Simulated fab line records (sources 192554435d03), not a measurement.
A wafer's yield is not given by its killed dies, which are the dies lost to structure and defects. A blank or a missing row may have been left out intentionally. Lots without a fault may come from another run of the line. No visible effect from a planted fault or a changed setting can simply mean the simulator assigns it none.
Split-lot study	flow n5 finfet	39 wafers read from 7 lots, route of 1938 steps

## ON THE SPLIT
At N5_BEOL_M5_ILD_DEP_00 (deposits SiCOH lowk from DEMS/porogen, target thk 140.64 nm, time 25.9 s), the setting target thk a was moved away from the recipe's 1406.4 angstrom on 18 of the 39 wafers read, by -31.6% to +56.6%. All remaining wafers had this setting at the recipe value.

## FROM THE SPLIT TO THE READING: what the file shows between them, 1 step
- N5_BEOL_M5_CURE_79: cures SiCOH lowk, time 240 s

## THE READING
M5_ILD_THK in nanometres, read at N5_BEOL_M5_THK_MEAS_01. On this fab line, fault-free wafers typically give 120.5 nm with a standard deviation of 1.5 nm.

wafer	tool, chamber at the split	target thk a as run, angstrom	against the recipe	M5_ILD_THK, nm	against lot-mates on the recipe
L076.3	pecvd-02, 0	1406.4	recipe	118.2	-
L076.4	pecvd-02, 0	1406.4	recipe	121.6	-
L076.5	pecvd-02, 2	1406.4	recipe	121.2	-
L080.1	pecvd-02, 0	1406.4	recipe	121.1	-
L080.2	pecvd-02, 1	1406.4	recipe	119.7	-
L080.3	pecvd-02, 2	2058	+46.3%	175.9	+54.5
L080.4	pecvd-02, 1	1406.4	recipe	123.5	-
L080.5	pecvd-02, 2	2058	+46.3%	179.3	+57.9
L080.6	pecvd-02, 0	2058	+46.3%	179.3	+57.9
L081.1	pecvd-02, 1	2098	+49.2%	179.8	+60.3
L081.2	pecvd-02, 2	1406.4	recipe	118.1	-
L081.3	pecvd-02, 0	1406.4	recipe	119.6	-
L081.4	pecvd-02, 2	2098	+49.2%	181.9	+62.4
L081.5	pecvd-02, 1	2098	+49.2%	182.7	+63.2
L081.6	pecvd-02, 0	1406.4	recipe	120.9	-
L089.1	pecvd-04, 0	2202	+56.6%	191.6	+69.6
L089.2	pecvd-04, 2	1406.4	recipe	121.1	-
L089.3	pecvd-04, 1	2202	+56.6%	191.2	+69.2
L089.4	pecvd-04, 2	1406.4	recipe	121.8	-
L089.5	pecvd-04, 1	2202	+56.6%	194.2	+72.2
L089.6	pecvd-04, 0	1406.4	recipe	123.0	-
L091.1	pecvd-03, 1	962	-31.6%	81.6	-39.0
L091.2	pecvd-03, 2	962	-31.6%	81.3	-39.3
L091.3	pecvd-03, 0	1406.4	recipe	119.9	-
L091.4	pecvd-03, 2	1406.4	recipe	121.3	-
L091.5	pecvd-03, 1	962	-31.6%	81.2	-39.4
L091.6	pecvd-03, 0	1406.4	recipe	120.7	-
L095.1	pecvd-04, 0	1406.4	recipe	121.2	-
L095.2	pecvd-04, 1	1681	+19.5%	142.7	+21.6
L095.3	pecvd-04, 2	1406.4	recipe	119.8	-
L095.4	pecvd-04, 2	1681	+19.5%	145.2	+24.1
L095.5	pecvd-04, 1	1681	+19.5%	145.7	+24.6
L095.6	pecvd-04, 0	1406.4	recipe	122.4	-
L094.1	pecvd-03, 2	1406.4	recipe	121.4	-
L094.2	pecvd-03, 0	1688	+20.0%	146.1	+24.3
L094.3	pecvd-03, 1	1406.4	recipe	120.1	-
L094.4	pecvd-03, 1	1688	+20.0%	146.7	+24.9
L094.5	pecvd-03, 0	1688	+20.0%	147.5	+25.7
L094.6	pecvd-03, 2	1406.4	recipe	124.0	-

THE FIT
A straight line over all 39 wafers: M5_ILD_THK changes by +1.25 nm for each +1% of target thk a; r = +1.00; the points scatter about the line by 1.5 nm.
The same after taking each lot's own level away (the mean of its wafers on the recipe; 39 wafers): +1.24 nm for each +1%; r = +1.00; scatter 1.3 nm.
Per that fit: largest target thk a move, reading shift of 70 nm.
Across the lots, their own levels run from 119.53 to 121.97 nm, a range of 1.6 times the standard deviation given above.
So the lot-to-lot level changes the slope little: the two slopes agree.
Check: +70.3 nm against its lot-mates is what the line predicts for one of the wafers moved furthest among these (+56.6%) when that wafer is left out of the fit. It came out at +69.6 nm against them.

## THE OTHER SPLITS THESE WAFERS WENT THROUGH
Before the reading, these wafers also passed through other splits. Each is held against what the fit with the lots' levels taken away leaves over:
other split on the same wafers	wafers away from the commonest value	r with M5_ILD_THK (lot level and that fit taken away)
N5_FIN_SAQP_ETCH_65 time s	12	-0.10
N5_SD_EPI_P_EPI_21 time s	18	+0.04
N5_HKMG_FIN_ALD_21 ald cycles	15	+0.09
N5_MOL_CONTACT_COAG_ALD_133 ald cycles	15	+0.06
N5_BEOL_M2_DESCUM_16 time s	12	+0.28

## THE WHOLE CHAIN: every reading that the file lists as answering this split, in the file's order
step	what it does	reading	change (the file's fit)	r (the file's)
N5_BEOL_M5_ILD_DEP_00	deposits SiCOH lowk from DEMS/porogen, target thk 140.64 nm, time 25.9 s	SiCOH_lowk_of_BEOL_M5_ILD_DEP_00.thk nm (the simulator's own value, which no gauge read)	+1.43 nm for each +1% of the setting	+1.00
N5_BEOL_M5_CURE_79	cures SiCOH lowk, time 240 s	SiCOH_lowk_of_BEOL_M5_ILD_DEP_00.thk nm (the simulator's own value, which no gauge read)	+1.24 nm for each +1% of the setting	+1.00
N5_BEOL_M5_THK_MEAS_01		M5_ILD_THK	+1.24 for each +1% of the setting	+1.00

## FILE'S OWN FIT
M5_ILD_THK changes by +1.24 nm for each +1% of target thk a, r = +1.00.
